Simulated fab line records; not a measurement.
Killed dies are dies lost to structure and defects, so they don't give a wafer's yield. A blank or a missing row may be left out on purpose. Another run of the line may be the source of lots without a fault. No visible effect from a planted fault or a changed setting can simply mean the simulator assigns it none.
Matching of chambers | flow n5 finfet | 3 sister chambers for N5_BEOL_M8_STRIP_19 on rie diel-05
The step strips in O2. 3 wafers are shown with their chamber, then 5 later ones without.

## WAFERS, EACH WITH ITS CHAMBER
wafer  | chamber | showerhead plenum p Torr (Torr)
L086.5 | 2       | 2.23
L086.6 | 1       | 1.98
L087.1 | 3       | 2.22

## WAFERS WITHOUT THEIR CHAMBER
wafer  | showerhead plenum p Torr (Torr)
L087.5 | 2.23
L089.5 | 2.23
L089.6 | 1.97
L096.2 | 2.22
L096.4 | 2.22

## EACH ONE'S CHAMBER
wafer  | from the rows above | in truth
L087.5 | 2                   | 2
L089.5 | 2                   | 2
L089.6 | 1                   | 1
L096.2 | 3                   | 3
L096.4 | 3                   | 3
5 of 5 placed correctly. From these rows, 0 cannot be placed. Number placed wrongly: 0.
How it was worked out, from the rows above alone: a wafer's distance from a chamber is the root of the sum, over the readings, of the square of ((its reading less the chamber's mean) divided by the reading's scatter). The wafer belongs to the nearest chamber; if the next one is less than 2 further off, it can't be placed. A chamber's mean is the mean of its shown wafers. The scatter: root of mean squared gap, hidden wafer to nearest shown wafer, with one shown wafer a chamber.
